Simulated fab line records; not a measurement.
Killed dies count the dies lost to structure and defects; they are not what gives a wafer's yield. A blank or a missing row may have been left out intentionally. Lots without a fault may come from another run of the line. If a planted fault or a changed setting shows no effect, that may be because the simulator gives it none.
Matching of chambers :: flow n5_finfet :: 4 sister chambers for N5_DUMMY_GATE_ETCH_32 on rie_si-02
The step etches SiO2 in CF4, target depth 3.5 nm, time 3.9 s. 8 wafers are shown with their chamber, then 7 later ones without.

WAFERS WITH THEIR CHAMBER
wafer: L078.3
chamber: 3
drypump_motor_current_A (A): 6.0
throttle_valve_pct (%): 21.61

wafer: L079.3
chamber: 0
drypump_motor_current_A (A): 5.1
throttle_valve_pct (%): 22.04

wafer: L079.4
chamber: 3
drypump_motor_current_A (A): 6.0
throttle_valve_pct (%): 21.58

wafer: L085.2
chamber: 0
drypump_motor_current_A (A): 5.2
throttle_valve_pct (%): 22.04

wafer: L085.3
chamber: 2
drypump_motor_current_A (A): 6.3
throttle_valve_pct (%): 21.54

wafer: L085.6
chamber: 1
drypump_motor_current_A (A): 5.5
throttle_valve_pct (%): 21.72

wafer: L088.2
chamber: 2
drypump_motor_current_A (A): 6.3
throttle_valve_pct (%): 21.56

wafer: L088.3
chamber: 1
drypump_motor_current_A (A): 5.5
throttle_valve_pct (%): 21.73

WAFERS WITHOUT THEIR CHAMBER
wafer: L088.5
drypump_motor_current_A (A): 6.1
throttle_valve_pct (%): 21.60

wafer: L091.3
drypump_motor_current_A (A): 6.0
throttle_valve_pct (%): 21.62

wafer: L091.5
drypump_motor_current_A (A): 6.3
throttle_valve_pct (%): 21.55

wafer: L091.6
drypump_motor_current_A (A): 6.0
throttle_valve_pct (%): 21.60

wafer: L094.1
drypump_motor_current_A (A): 6.0
throttle_valve_pct (%): 21.60

wafer: L094.2
drypump_motor_current_A (A): 5.2
throttle_valve_pct (%): 22.04

wafer: L094.5
drypump_motor_current_A (A): 6.3
throttle_valve_pct (%): 21.58

WHICH CHAMBER EACH WENT THROUGH
wafer: L088.5
from the rows above: 3
in truth: 3

wafer: L091.3
from the rows above: 3
in truth: 3

wafer: L091.5
from the rows above: 2
in truth: 2

wafer: L091.6
from the rows above: 3
in truth: 3

wafer: L094.1
from the rows above: 3
in truth: 3

wafer: L094.2
from the rows above: 0
in truth: 0

wafer: L094.5
from the rows above: 2
in truth: 2
Correct placement for 7 of the 7. Can't be placed from these rows: 0. Wrongly placed: 0.
How it was worked out, from the rows above alone: a wafer's distance from a chamber is the root of the sum, over the readings, of the square of ((its reading less the chamber's mean) divided by the reading's scatter). The wafer belongs to the nearest chamber; if the next one is less than 2 further off, it can't be placed. Each chamber's mean is taken over the wafers shown for it. The scatter: the root of (the sum of the squares of (reading less its chamber's mean) over the shown wafers, divided by (wafers less chambers)).
